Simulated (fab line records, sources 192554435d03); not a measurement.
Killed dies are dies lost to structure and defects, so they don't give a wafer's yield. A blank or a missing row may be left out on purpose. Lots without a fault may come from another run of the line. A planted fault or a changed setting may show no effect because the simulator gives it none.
Which tool did it? | flow n5_finfet | 10 lots, 30 wafers sampled, at 5 steps of a route of 1938

WHAT THE GAUGES READ, wafer by wafer
N5_BEOL_M4_RC_MEAS_101.
lot  | measured     | on        | DIBL_N (mV/V)
L821 | day 8 06:11  | prober-01 | 33.5 37.7 34.6
L824 | day 9 00:40  | prober-01 | 34.9 33.6 33.5
L827 | day 9 10:14  | prober-01 | 33.6 36.4 35.0
L829 | day 9 22:16  | prober-01 | 35.1 34.2 34.3
L838 | day 14 09:01 | prober-01 | 36.4 36.8 36.2
L839 | day 13 01:41 | prober-01 | 35.2 35.7 37.2
L842 | day 15 04:40 | prober-01 | 36.2 36.5 36.9

WHICH TOOL RAN EACH LOT (tool, then ch and the chambers of the sampled wafers, then the start)
lot  | N5_MOL_CONTACT_COAG_DESCUM_13     | N5_MOL_CONTACT_COAG_PRE_CLEAN_141 | N5_MOL_CONTACT_COAG_WET_ETCH_116    | N5_MOL_CONTACT_COAG_ALD_27
L821 | rie_diel-04 ch 2,3, day 5 03:07   | pvd_sputter-01, day 5 06:47       | wet_bench-03 ch 0,2,4, day 5 09:58  | ald_sin-04 ch 1,2,3, day 5 11:11
L824 | rie_diel-03 ch 0,2,3, day 6 00:20 | pvd_sputter-02, day 6 03:39       | wet_bench-05 ch 1,3,6, day 6 08:07  | ald_sin-02 ch 1,2, day 6 08:28
L827 | rie_diel-02 ch 2,3, day 6 14:42   | pvd_sputter-03, day 6 16:50       | wet_bench-05 ch 3,4,5, day 6 19:58  | ald_sin-01 ch 0,2,3, day 6 20:19
L829 | rie_diel-03 ch 0,1,3, day 7 03:06 | pvd_sputter-01, day 7 05:59       | wet_bench-03 ch 0,1,4, day 7 08:35  | ald_sin-01 ch 0,1,2, day 7 08:54
L834 | rie_diel-02 ch 0,2, day 8 13:23   | pvd_sputter-02, day 8 17:05       | wet_bench-06 ch 0,2,5, day 8 21:02  | ald_sin-01 ch 0,2,3, day 8 21:22
L835 | rie_diel-03 ch 0,2,3, day 8 20:46 | pvd_sputter-01, day 8 23:47       | wet_bench-03 ch 0,2,3, day 9 02:22  | ald_sin-01 ch 1,2, day 9 02:41
L836 | rie_diel-03 ch 0,1,2, day 9 05:29 | pvd_sputter-03, day 9 08:49       | wet_bench-06 ch 0,1,2, day 9 11:37  | ald_sin-04 ch 0,1,3, day 9 11:56
L838 | rie_diel-03 ch 0,3, day 9 14:02   | pvd_sputter-02, day 9 16:36       | wet_bench-05 ch 0,4,5, day 9 19:58  | ald_sin-04 ch 0,3, day 9 20:17
L839 | rie_diel-04 ch 1,2,3, day 9 21:00 | pvd_sputter-01, day 9 22:50       | wet_bench-05 ch 0,1,5, day 10 01:47 | ald_sin-01 ch 0,1,2, day 10 02:23
L842 | rie_diel-02 ch 2,3, day 10 21:20  | pvd_sputter-02, day 10 22:53      | wet_bench-05 ch 0,4,7, day 11 01:25 | ald_sin-02 ch 0,2,3, day 11 02:04
- N5_MOL_CONTACT_COAG_DESCUM_13: chemistry O2, time 7 s.
- N5_MOL_CONTACT_COAG_PRE_CLEAN_141: time 60 s.
- N5_MOL_CONTACT_COAG_WET_ETCH_116: etches the open film in SC1-inhibited, target depth 4.6 nm, rinse time 30 s.
- N5_MOL_CONTACT_COAG_ALD_27: deposits SiOC, target thk 17 nm, pulse time 1.5 s, time 2720 s.

THE ANSWER, worked out from the rows above alone
Rule: what is usual is taken from the lots themselves. Put in order of their means at a reading, lots are off if they are a third of the lots or fewer, leave a main group of 4 or more, and stand apart from it by a gap of 3 or more times the standard deviation of the main group's means; of several such gaps the widest counts. A main group whose means are all the same, to the digits that the tables above print for the reading, isn't used. A lot without any number at a reading at which 4 lots or more have one is off too. The other lots that the step has rows for count as sound.
No lot is off at any reading shown: from this, nothing can be told.

WHAT THE SIMULATOR HAD PUT IN
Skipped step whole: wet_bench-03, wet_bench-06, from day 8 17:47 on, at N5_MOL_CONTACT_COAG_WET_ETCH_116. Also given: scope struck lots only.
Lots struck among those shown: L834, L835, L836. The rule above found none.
